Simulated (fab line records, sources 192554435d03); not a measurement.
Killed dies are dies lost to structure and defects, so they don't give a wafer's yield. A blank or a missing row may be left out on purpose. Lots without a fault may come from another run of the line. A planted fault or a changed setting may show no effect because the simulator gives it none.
Chamber matching | flow n5_finfet | N5_BEOL_M9_ALD_74 on ald_metal-01: 4 sister chambers
The step deposits TaN, target thk 2 nm, pulse time 2 s, purge time 3 s. 8 wafers are shown with their chamber, then 11 later ones without.

WAFERS WITH THEIR CHAMBER
wafer  | chamber | heater_power_outer_w (W) | heater_power_w (W)
L085.5 | 0       | 179                      | 348
L085.6 | 3       | 227                      | 435
L090.1 | 0       | 187                      | 344
L090.3 | 3       | 227                      | 435
L091.1 | 1       | 259                      | 412
L091.5 | 1       | 266                      | 400
L091.6 | 2       | 222                      | 421
L094.1 | 2       | 218                      | 412

WAFERS WITHOUT THEIR CHAMBER
wafer  | heater_power_outer_w (W) | heater_power_w (W)
L094.2 | 259                      | 423
L094.4 | 180                      | 344
L093.1 | 262                      | 421
L093.2 | 227                      | 431
L093.5 | 216                      | 410
L095.1 | 186                      | 344
L095.3 | 262                      | 406
L095.4 | 224                      | 436
L097.3 | 212                      | 400
L097.5 | 176                      | 337
L097.6 | 239                      | 380

WHICH CHAMBER EACH WENT THROUGH
wafer  | from the rows above     | in truth
L094.2 | 1                       | 1
L094.4 | 0                       | 0
L093.1 | 1                       | 1
L093.2 | 3                       | 3
L093.5 | 2                       | 2
L095.1 | 0                       | 0
L095.3 | 1                       | 1
L095.4 | 3                       | 3
L097.3 | 2                       | 2
L097.5 | 0                       | 0
L097.6 | can't be placed: 1 or 2 | 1
Placed correctly: 10 of 11. Can't be placed from these rows: 1 (the true chamber is among the candidates in 1). Placed wrongly: 0.
How it was worked out, from the rows above alone: a wafer's distance from a chamber is the root of the sum, over the readings, of the square of ((its reading less the chamber's mean) divided by the reading's scatter). The wafer belongs to the nearest chamber; if the next one is less than 2 further off, it can't be placed. A chamber's mean is the mean of its shown wafers. The scatter: the root of (the sum of the squares of (reading less its chamber's mean) over the shown wafers, divided by (wafers less chambers)).
